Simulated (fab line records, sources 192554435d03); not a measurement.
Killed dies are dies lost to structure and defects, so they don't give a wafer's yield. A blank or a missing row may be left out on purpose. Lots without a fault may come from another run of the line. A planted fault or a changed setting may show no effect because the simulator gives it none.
Chamber matching | flow n5_finfet | N5_BEOL_M11_DESCUM_33 on rie_diel-01: 4 sister chambers
The step chemistry O2, time 7.9 s. 16 wafers are shown with their chamber, then 8 later ones without.

WAFERS WITH THEIR CHAMBER
wafer  | chamber | drypump_motor_current_A (A) | showerhead_plenum_p_Torr (Torr) | throttle_valve_pct (%)
L077.1 | 2       | 5.1                         | 2.03                            | 20.63
L077.2 | 3       | 6.0                         | 2.09                            | 20.33
L077.3 | 1       | 6.4                         | 2.02                            | 20.10
L079.1 | 0       | 6.1                         | 2.16                            | 20.44
L079.4 | 2       | 5.1                         | 2.03                            | 20.63
L079.5 | 0       | 6.1                         | 2.16                            | 20.45
L080.2 | 0       | 6.1                         | 2.16                            | 20.45
L080.3 | 2       | 5.1                         | 2.03                            | 20.64
L080.6 | 2       | 5.2                         | 2.03                            | 20.65
L084.2 | 1       | 6.3                         | 2.01                            | 20.12
L084.3 | 0       | 6.1                         | 2.16                            | 20.47
L084.6 | 1       | 6.3                         | 2.01                            | 20.11
L091.2 | 1       | 6.3                         | 2.01                            | 20.13
L091.3 | 3       | 6.0                         | 2.08                            | 20.37
L091.6 | 2       | 5.1                         | 2.02                            | 20.65
L092.1 | 1       | 6.3                         | 2.00                            | 20.15

SIGNATURES (means of the wafers above)
reading                  | chamber 0 | chamber 1 | chamber 2 | chamber 3 | scatter within a chamber
drypump_motor_current_A  | 6.100     | 6.320     | 5.120     | 6.000     | 0.0365
showerhead_plenum_p_Torr | 2.1600    | 2.0100    | 2.0280    | 2.0850    | 0.00524
throttle_valve_pct       | 20.4525   | 20.1220   | 20.6400   | 20.3500   | 0.0162
Rule: a wafer's distance from a chamber is the root of the sum, over the readings, of the square of ((its reading less the chamber's mean) divided by the reading's scatter). The wafer belongs to the nearest chamber; if the next one is less than 2 further off, it can't be placed. The scatter: the root of (the sum of the squares of (reading less its chamber's mean) over the shown wafers, divided by (wafers less chambers)).

WAFERS WITHOUT THEIR CHAMBER
wafer  | drypump_motor_current_A (A) | showerhead_plenum_p_Torr (Torr) | throttle_valve_pct (%)
L092.2 | 6.0                         | 2.07                            | 20.39
L092.5 | 6.1                         | 2.15                            | 20.50
L097.1 | 6.0                         | 2.15                            | 20.49
L097.4 | 6.3                         | 2.00                            | 20.15
L097.6 | 6.1                         | 2.15                            | 20.51
L096.2 | 6.0                         | 2.07                            | 20.39
L096.5 | 5.1                         | 2.02                            | 20.68
L096.6 | 6.0                         | 2.07                            | 20.38

WHICH CHAMBER EACH WENT THROUGH
wafer  | from the rows above | in truth
L092.2 | 3                   | 3
L092.5 | 0                   | 0
L097.1 | 0                   | 0
L097.4 | 1                   | 1
L097.6 | 0                   | 0
L096.2 | 3                   | 3
L096.5 | 2                   | 2
L096.6 | 3                   | 3
Placed correctly: 8 of 8. Can't be placed from these rows: 0. Placed wrongly: 0.
